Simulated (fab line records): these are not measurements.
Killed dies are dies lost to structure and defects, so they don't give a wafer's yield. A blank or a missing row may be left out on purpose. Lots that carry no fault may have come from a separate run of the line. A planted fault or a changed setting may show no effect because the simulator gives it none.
fab line records | flow n5_finfet
[record] lots = 5 wafers = 15 last_day = 18
route steps=1938 shown HKMG_FIN@433 GATE_CUT@465 BEOL_M4@1111 PASSIVATION@1936
lots that met no fault: taken from a fault-free run of the same line
start_h: start of the lot's first displayed wafer, in hours after the record's first day | wait_h: hours elapsed since this lot's preceding step | " repeats the value in the row above | L1.1+2: a row that stands for several wafers | - value missing, or start not given | * or withheld: withheld | < > ~ a bound
route shown NAME@n: NAME is a module with steps in the file, n the number in the route of the first one | usual: mean and standard deviation over wafers with no fault | same: alike in all rows | chamber/n: place in a boat | sites: readings site by site | _std_site: the standard deviation of these | _edge_site: outer sites' mean less inner sites' | radius_mm: how far each site lies from the wafer's centre | mask NAME#n: copy n | behind: the most recent tool/chamber to have shaped the wafer | hold: the reason the lot was held/the length of the hold in hours/how it ended | device: whichever transistor did not switch (one of n, p or np) | end of line: tests run on the same wafers once the route is complete | where a step has no rows: the recipe by itself | killed: count of dies lost to structure and defects at first sort (not the wafer's yield) | map: a wafer's dies, x killed, . not, _ none there
set.NAME: the setting as run; set.NAME@STEP: as run at that earlier step | model.NAME: the simulator's own value behind a step, which no gauge read
certain route steps with their lots: each step a table, each wafer a row
services: when a tool's chamber went out of use (start_h, in hours from the record's first day, below 0 if earlier), for how many hours, and the reason
[[steps]]
[step N5_HKMG_FIN_DESCUM_17]
[recipe] chemistry = O2 time_s = 7.9 source_power_w = 50 bias_power_w = 20 pressure_mtorr = 20 rf_frequency_hz = 2.712e+07 temp_c = 40 resist = CAR-ArF o2_flow_sccm = 225
[step N5_HKMG_FIN_ETCH_31]
[recipe] chemistry = CF4 target = SiARC target_depth_a = 455 mask_material = CAR-ArF time_s = 75.8 ion_energy_ev = 80 pressure_mtorr = 40 source_w = 545 bias_w = 36 Ar_flow_sccm = 100 cf4_flow_sccm = 100 ends = cleared
[step N5_HKMG_FIN_ETCH_32]
[recipe] chemistry = N2/H2 target = SOC target_depth_a = 2400 temp_c = 40 time_s = 300 ion_energy_ev = 200 mask_material = SiARC pressure_mtorr = 30 source_w = 840 bias_w = 150 n2_flow_sccm = 200 h2_flow_sccm = 200
[step N5_HKMG_FIN_STRIP_33]
[recipe] chemistry = N2/H2 temp_c = 40 n2_flow_sccm = 200 h2_flow_sccm = 200 rf_frequency_hz = 6e+07
[step N5_HKMG_FIN_STRIP_34]
[recipe] chemistry = CF4 resist = SiARC power_w = 300 bias_power_w = 75 pressure_mtorr = 50 cf4_flow_sccm = 150 rf_frequency_hz = 6e+07
[step N5_HKMG_FIN_ETCH_35]
[recipe] chemistry = N2/H2 target = SOC target_depth_a = 2158 ion_energy_ev = 65 bias_w = 5 source_w = 3000 time_s = 243.4 pressure_mtorr = 30 n2_flow_sccm = 200 h2_flow_sccm = 200
[step N5_HKMG_FIN_STRIP_92]
[recipe] chemistry = N2/H2 material = SOC time_s = 20 power_w = 500 temp_c = 40 pressure_mtorr = 50 rf_frequency_hz = 6e+07 bias_power_w = 8 h2_frac = 0.5 n2_flow_sccm = 300 h2_flow_sccm = 300
[step N5_HKMG_FIN_WET_ETCH_18]
[recipe] chemistry = SC1 target = TiN mix = 1:1:5 temp_c = * time_s = 55 target_depth_nm = 5.2 dry = ipa_marangoni rinse_time_s = 30 rinse_temp_c = 23
[step N5_HKMG_FIN_STRIP_19]
[recipe] chemistry = N2/H2 power_w = 2500 temp_c = 300 h2_frac = 0.65 time_s = 360 pressure_mtorr = withheld n2_flow_sccm = 1750 h2_flow_sccm = 3250
[step N5_HKMG_FIN_ALD_91]
[recipe] material = TiN target_thk_a = 10 temp_c = 400 ald_precursor_family = TiCl4 ald_co_reactant = NH3 pulse_time_s = 1 purge_time_s = 3 co_reactant_purge_time_s = 2 co_reactant_pulse_time_s = 2 ald_cycles = 47 pressure_torr = 3
[usual] ald_cycles = 47/0 heater_power_w = 865/65 precursor_pulse_height_rel = 0.997/0.022 susceptor_temp_C = 399.99/0.2
[same] purge_time_s = 3
// columns lot.wafer tool chamber start_h wait_h ald_cycles heater_power_w precursor_pulse_height_rel susceptor_temp_C
L942.1 ald_metal-01 2 83.62 0.3 47 958 1.005 399.99
L942.2 " 1 " " 47 960 0.991 399.97
L942.5 " 1 " " 47 965 0.990 400.00
L953.3 ald_metal-01 1 150.99 0.1 47 947 1.009 400.22
L953.5 " 1 " " 41 954 1.005 -
L953.6 " 2 " " 47 951 1.003 399.53
L957.3 ald_metal-01 2 174.02 0.1 47 949 0.982 400.27
L957.5 " 2 " " 41 952 1.001 -
L957.6 " 1 " " 47 942 1.016 399.84
L959.1 ald_metal-01 2 189.30 0.3 41 936 0.925 -
L959.2 " 0 " " 47 920 1.027 399.75
L959.6 " 3 " " 47 845 0.966 400.18
L962.2 ald_metal-02 0 203.39 0.3 47 858 0.985 399.84
L962.3 " 1 " " 47 783 0.935 400.36
L962.4 " 2 " " 47 844 0.993 399.82
[step N5_HKMG_FIN_COAT_85]
[recipe] resist = SOC temp_c = 250 time_s = 60 spin_rpm = 1500 resist_thk_nm = 300
[step N5_HKMG_FIN_ETCH_86]
[recipe] chemistry = N2/H2 target = SOC target_depth_a = 3932 stop_on = TiN ion_energy_ev = 100 bias_w = 61 pressure_mtorr = 30 source_w = 850 n2_flow_sccm = 200 h2_flow_sccm = 200
[step N5_HKMG_FIN_STRIP_89]
[recipe] chemistry = N2/H2 material = SOC time_s = 20 power_w = 500 temp_c = 40 pressure_mtorr = 50 rf_frequency_hz = 6e+07 bias_power_w = 8 h2_frac = 0.5 n2_flow_sccm = 300 h2_flow_sccm = 300
[step N5_HKMG_FIN_WET_ETCH_87]
[recipe] chemistry = SC1 target = TiN mix = 1:2:40 temp_c = 50 time_s = 154.2 target_depth_nm = 4.7 dry = ipa_marangoni rinse_time_s = 30 rinse_temp_c = 23
[step N5_HKMG_FIN_STRIP_88]
[recipe] chemistry = N2/H2 power_w = 2500 temp_c = 300 h2_frac = 0.65 time_s = 360 pressure_mtorr = withheld n2_flow_sccm = 1750 h2_flow_sccm = 3250
[step N5_HKMG_FIN_NWFM_ALD_20]
[recipe] material = TiAlC target_thk_a = 20 temp_c = 300 ald_precursor_family = TiCl4 ald_co_reactant = TEA pulse_time_s = 3 purge_time_s = 2 co_reactant_purge_time_s = 2 co_reactant_pulse_time_s = 10 ald_cycles = 7 pressure_torr = 3
[step N5_HKMG_FIN_ALD_71]
[recipe] material = TiN target_thk_a = 10 temp_c = 400 ald_precursor_family = TiCl4 ald_co_reactant = NH3 pulse_time_s = 1 purge_time_s = 3 co_reactant_purge_time_s = 2 co_reactant_pulse_time_s = 2 ald_cycles = 47 pressure_torr = 3
[step N5_HKMG_FIN_COAT_66]
[recipe] resist = SOC temp_c = 250 time_s = 60 spin_rpm = 1500 resist_thk_nm = 300
[step N5_HKMG_FIN_ETCH_67]
[recipe] chemistry = N2/H2 target = SOC target_depth_a = 3889 stop_on = TiN ion_energy_ev = 100 bias_w = 61 pressure_mtorr = 30 source_w = 850 n2_flow_sccm = 200 h2_flow_sccm = 200
[step N5_HKMG_FIN_STRIP_90]
[recipe] chemistry = N2/H2 material = SOC time_s = 20 power_w = 500 temp_c = 40 pressure_mtorr = 50 rf_frequency_hz = 6e+07 bias_power_w = 8 h2_frac = 0.5 n2_flow_sccm = 300 h2_flow_sccm = 300
[step N5_HKMG_FIN_WET_ETCH_73]
[recipe] chemistry = SC1 mix = 1:2:40 temp_c = 50 time_s = 42.3 target_depth_nm = 1.3 dry = ipa_marangoni rinse_time_s = 30 rinse_temp_c = 23
[step N5_HKMG_FIN_ETCHBACK_68]
[recipe] chemistry = Cl2/Ar stop_on = HfO2 target_depth_a = 5 pressure_mtorr = 10 icp_w = 600 bias_w = 60 Cl2_flow_sccm = 40 Ar_flow_sccm = 60
[step N5_HKMG_FIN_STRIP_69]
[recipe] chemistry = N2/H2 power_w = 2500 temp_c = 300 h2_frac = 0.65 time_s = 360 pressure_mtorr = withheld n2_flow_sccm = 1750 h2_flow_sccm = 3250
[step N5_HKMG_FIN_ALD_21]
[recipe] material = TiN target_thk_a = 15 temp_c = 400 ald_precursor_family = TiCl4 ald_co_reactant = NH3 pulse_time_s = 1 purge_time_s = 3 co_reactant_purge_time_s = 2 co_reactant_pulse_time_s = 2 ald_cycles = 68 pressure_torr = 3
[step N5_HKMG_FIN_ALD_72]
[recipe] material = W target_thk_a = 20 temp_c = 300 pressure_torr = 7.5 ald_precursor_family = WF6 ald_co_reactant = B2H6 pulse_time_s = 1 purge_time_s = 2 co_reactant_purge_time_s = 2 co_reactant_pulse_time_s = 3 ald_cycles = 7
[step N5_HKMG_FIN_W_FILL_22]
[recipe] material = W target_thk_a = 600 temp_c = 400 pressure_torr = 39.4 time_s = 18.2
[step N5_HKMG_FIN_PRECLEAN_83]
[recipe] chemistry = DIW time_s = 57.5 temp_c = 23
[step N5_HKMG_FIN_SRD_84]
[recipe] dry_time_s = 32 dry = n2_spin spin_rpm = 1500
[step N5_HKMG_FIN_CMP_23]
[recipe] stop_on = SiNx t_overpolish_s = 10 post_cmp_clean = rinse_only down_force_psi = 4 platen_rpm = 50.289 pad_velocity_m_s = 1.0006 target_thk_nm = 46.326
[step N5_HKMG_FIN_CMP_94]
[recipe] stop_on = SiNx post_cmp_clean = w_dilute_nh4oh t_overpolish_s = 4.7 down_force_psi = 4 platen_rpm = 50.289 pad_velocity_m_s = 1.0006 target_thk_nm = 43.299
[step N5_GATE_CUT_ETCHBACK_00]
[recipe] chemistry = SF6/Cl2 target = W pressure_mtorr = 8 icp_w = 900 bias_w = 80 SF6_flow_sccm = 40 Cl2_flow_sccm = 60
[step N5_GATE_CUT_ETCH_56]
[recipe] chemistry = Cl2/Ar target = TiN target_depth_a = 216 pressure_mtorr = 10 icp_w = 600 bias_w = 60 Cl2_flow_sccm = 40 Ar_flow_sccm = 60
[step N5_GATE_CUT_ETCHBACK_30]
[recipe] chemistry = Cl2/Ar target = TiN target_depth_a = 30 mode = isotropic pressure_mtorr = 10 icp_w = 600 bias_w = 60 Cl2_flow_sccm = 40 Ar_flow_sccm = 60
[step N5_GATE_CUT_VAPOR_ETCH_60]
[recipe] chemistry = BCl3/Cl2 target = HfO2 mode = isotropic
[step N5_GATE_CUT_ETCH_58]
[recipe] chemistry = CH3F/O2 target = SiNx target_depth_a = 170 time_s = 128.6 ion_energy_ev = 50 pressure_mtorr = 30 source_w = 415 bias_w = 21 Ar_flow_sccm = 150 CH3F_flow_sccm = 30 O2_flow_sccm = 20
[step N5_GATE_CUT_STRIP_59]
[recipe] chemistry = N2/H2 time_s = 20 power_w = 100 temp_c = 40 pressure_mtorr = 100 rf_frequency_hz = 6e+07 bias_power_w = 3 n2_flow_sccm = 300 h2_flow_sccm = 300
[step N5_GATE_CUT_PRECLEAN_31]
[recipe] temp_c = 23 chemistry = DIW time_s = 300
[step N5_BEOL_M4_RC_MEAS_101]
[usual] DIBL_N = 36.4/2.2 DIBL_P = 36.3/2.5 IOFF_N = 0.17/0.052 IOFF_N_LONG = 5.64e-05/2.3e-06 IOFF_P = 0.23/0.049 ION_N = 674/17 ION_P = 464/11 SS_N = 71.7/0.98 SS_P = 73.3/0.84 VT_N = 250/4 VT_N_LONG = 274.4/1.7 VT_N_LVT = 99/3.8 VT_P = -249/3.8
// columns lot.wafer tool chamber start_h wait_h DIBL_N[mV/V] DIBL_P[mV/V] IOFF_N[nA/um] IOFF_N_LONG[nA/um] IOFF_P[nA/um] ION_N[uA/um] ION_P[uA/um] SS_N[mV/dec] SS_P[mV/dec] VT_N[mV] VT_N_LONG[mV] VT_N_LVT[mV] VT_P[mV]
L942.1 prober-01 0 186.10 0.0 34.2 33.0 0.12 5.47e-05 0.17 667 458 70.8 72.6 252 275.8 102 -253
L942.2 " 0 " " 35.8 34.4 0.12 5.43e-05 0.18 659 454 72.0 73.1 254 275.8 103 -254
L942.5 " 0 " " 35.7 33.2 0.12 5.44e-05 0.16 634 439 71.7 71.6 255 275.4 105 -254
L953.3 prober-02 0 276.45 0.3 34.3 34.3 0.13 5.83e-05 0.21 677 478 70.8 73.3 253 275.9 101 -248
L953.5 " 0 " " 36.6 33.8 0.30 8.41e-05 0.17 667 435 74.6 73.0 238 260.4 90 -254
L953.6 " 0 " " 35.9 35.9 0.16 5.89e-05 0.24 686 477 71.4 72.9 251 275.8 99 -248
L957.3 prober-01 0 322.15 0.3 34.0 33.9 0.12 5.81e-05 0.18 669 465 70.6 73.1 255 274.5 102 -248
L957.5 " 0 " " 34.6 34.0 0.22 8.75e-05 0.15 711 456 70.9 73.3 237 256.5 86 -255
L957.6 " 0 " " 42.9 38.9 0.49 5.63e-05 0.29 666 452 78.0 74.8 246 274.5 95 -245
L959.1 prober-02 0 323.58 0.0 36.0 35.7 0.24 8.33e-05 0.15 693 444 71.6 73.3 236 261.5 87 -255
L959.2 " 0 " " 36.3 36.6 0.14 5.55e-05 0.20 664 456 71.7 73.1 252 275.5 102 -254
L959.6 " 0 " " 35.0 35.0 0.13 5.42e-05 0.18 673 460 70.7 72.7 250 275.0 103 -255
L962.2 prober-02 0 332.12 0.2 37.5 38.5 0.20 5.8e-05 0.28 696 474 72.0 73.5 248 275.3 97 -247
L962.3 " 0 " " 35.0 34.6 0.15 5.82e-05 0.20 674 462 71.2 72.1 252 273.4 100 -250
L962.4 " 0 " " 36.7 35.9 0.18 5.85e-05 0.23 672 465 72.4 73.5 248 272.3 101 -248
[step N5_PASSIVATION_PROBE_49]
[usual] defect_limited_yield = 91.2/1.4 killed_at_M0_to_M3 = 34/9.3 killed_at_M4_up = 14/5.9 killed_at_contacts = 14/5.7 killed_at_front_end = 38/10 killed_at_other = 4/3.2 killed_dies = 104/17 killed_open = 67/13 killed_short = 33/6.9 sort_bin_4_leakage = 0/3.6 sort_bin_5_function = 5.2/1 sort_bin_6_memory = 3.3/0.61 sort_bin_8_speed = 0.3/1.8 sort_n_pass = 1069/52 sort_yield_pct = 91/4.4
[same] gross_dies = 1180 killed_at_back_side = 0
// columns lot.wafer tool chamber start_h wait_h defect_limited_yield[%] killed_at_M0_to_M3 killed_at_M4_up killed_at_contacts killed_at_front_end killed_at_other killed_dies killed_open killed_short sort_bin_4_leakage[%] sort_bin_5_function[%] sort_bin_6_memory[%] sort_bin_8_speed[%] sort_n_pass sort_yield_pct[%]
L953.3 prober-01 - 380.80 0.1 89.7 41 9 24 39 8 121 75 37 0 7.0 3.1 0 1059 90
L953.5 prober-01 - 380.90 0.2 91.8 37 6 17 33 4 97 55 37 0 4.9 3.0 7.9 988 84
L953.6 prober-01 - 380.95 0.3 89.7 51 6 24 36 5 122 87 30 0 6.8 3.2 0 1058 90
L957.3 prober-02 - 428.46 0.1 88.7 38 2 17 69 7 133 83 40 0 7.7 3.5 0 1047 89
L957.5 prober-02 - 428.56 0.2 90.3 31 7 8 64 4 114 75 37 0 5.3 3.9 0 1066 90
L957.6 prober-02 - 428.61 0.3 89.5 38 15 13 56 2 124 68 52 39 5.8 4.0 0 592 50
L959.1 prober-01 - 431.57 0.0 88.1 35 14 10 71 10 140 63 29 0 4.8 2.7 0 1040 88
// killed by level:class
L953.3 MOL_CONTACT_COAG:geometric_particle:open=19 BEOL_M3:geometric_particle:open=14 STI_FIN_REVEAL:geometric_particle:open=7 FIN_SAQP:geometric_particle:open=6 GATE_CUT:geometric_particle:short=6 BEOL_M1:geometric_particle:open=6 BEOL_M2:geometric_particle:open=6 BEOL_M3:geometric_particle:short=6
L953.5 MOL_CONTACT_COAG:geometric_particle:open=13 FIN_SAQP:geometric_particle:short=8 BEOL_M2:geometric_particle:open=8 BEOL_M0_SAQP:geometric_particle:short=7 BEOL_M3:geometric_particle:open=6 FIN_SAQP:geometric_particle:open=4 DUMMY_GATE:geometric_particle:open=4 BEOL_M6:geometric_particle:open=4
L953.6 MOL_CONTACT_COAG:geometric_particle:open=20 BEOL_M3:geometric_particle:open=13 BEOL_M1:geometric_particle:open=11 DUMMY_GATE:geometric_particle:open=8 FIN_SAQP:geometric_particle:open=7 BEOL_M0_SAQP:geometric_particle:short=7 STI_FIN_REVEAL:geometric_particle:open=6 BEOL_M2:geometric_particle:open=6
L957.3 STI_FIN_REVEAL:geometric_particle:open=26 BEOL_M0_SAQP:geometric_particle:short=12 BEOL_M0_SAQP:geometric_particle:open=10 FIN_SAQP:geometric_particle:open=8 BEOL_M2:geometric_particle:open=8 MOL_CONTACT_COAG:area_etch=8 MOL_CONTACT_COAG:geometric_particle:open=7 GATE_CUT:geometric_particle:open=5
L957.5 STI_FIN_REVEAL:geometric_particle:open=19 FIN_SAQP:geometric_particle:short=9 STI_FIN_REVEAL:geometric_particle:short=8 BEOL_M1:geometric_particle:open=8 BEOL_M2:geometric_particle:open=8 FIN_SAQP:geometric_particle:open=6 MOL_CONTACT_COAG:geometric_particle:open=5 BEOL_M0_SAQP:geometric_particle:short=4
L957.6 STI_FIN_REVEAL:geometric_particle:open=21 BEOL_M0_SAQP:geometric_particle:short=13 FIN_SAQP:geometric_particle:short=12 GATE_CUT:geometric_particle:short=11 BEOL_M0_SAQP:geometric_particle:open=9 MOL_CONTACT_COAG:geometric_particle:open=8 FIN_SAQP:geometric_particle:open=6 BEOL_M1:geometric_particle:open=5
L959.1 HKMG_FIN:area_ald=44 BEOL_M3:geometric_particle:open=11 BEOL_M2:geometric_particle:open=10 MOL_CONTACT_COAG:geometric_particle:open=8 BEOL_M4:geometric_particle:open=6 GATE_CUT:geometric_particle:short=5 BEOL_M1:geometric_particle:open=5 FIN_SAQP:geometric_particle:short=4
[[services]]
// columns tool chamber start_h hours kind
ald_metal-01 3 91.74 2.4 repair
ald_metal-01 - 118.89 1.0 repair
ald_metal-02 - 152.73 8.7 pm
[[key]]
[first_sign] step = N5_HKMG_FIN_ALD_91 reading = ald_cycles direction = down sigmas = 99+ usual = * struck = *
[effect] step = N5_BEOL_M4_RC_MEAS_101 reading = IOFF_N_LONG direction = up sigmas = 12 usual = 5.64e-05 struck = 8.5e-05
[effect] step = N5_BEOL_M4_RC_MEAS_101 reading = VT_N_LONG direction = down sigmas = 8.6 usual = 274.4 struck = 259.5
[effect] step = N5_BEOL_M4_RC_MEAS_101 reading = VT_N direction = down sigmas = 3.1 usual = 250 struck = 237
[effect] step = N5_BEOL_M4_RC_MEAS_101 reading = VT_N_LVT direction = down sigmas = 3 usual = 99 struck = 88
met_at N5_HKMG_FIN_ALD_91
struck_wafers L953.5,L957.5,L959.1
[baseline_loss] step = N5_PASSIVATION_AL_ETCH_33 wafers = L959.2
onset_between 83.62 150.99
[fault] kind = process_parameter_drift tool = ald_metal-01 chamber = - onset_h = 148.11 steps = N5_HKMG_FIN_ALD_91 channel = ald_cycles offset = * shape = step end_h = 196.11 scope = struck_wafers_only acts_in = * stated = *
// baseline_loss: these wafers lose ten dies or more at that step, a loss of the line's own and not of a fault; the sort's usual values leave them out
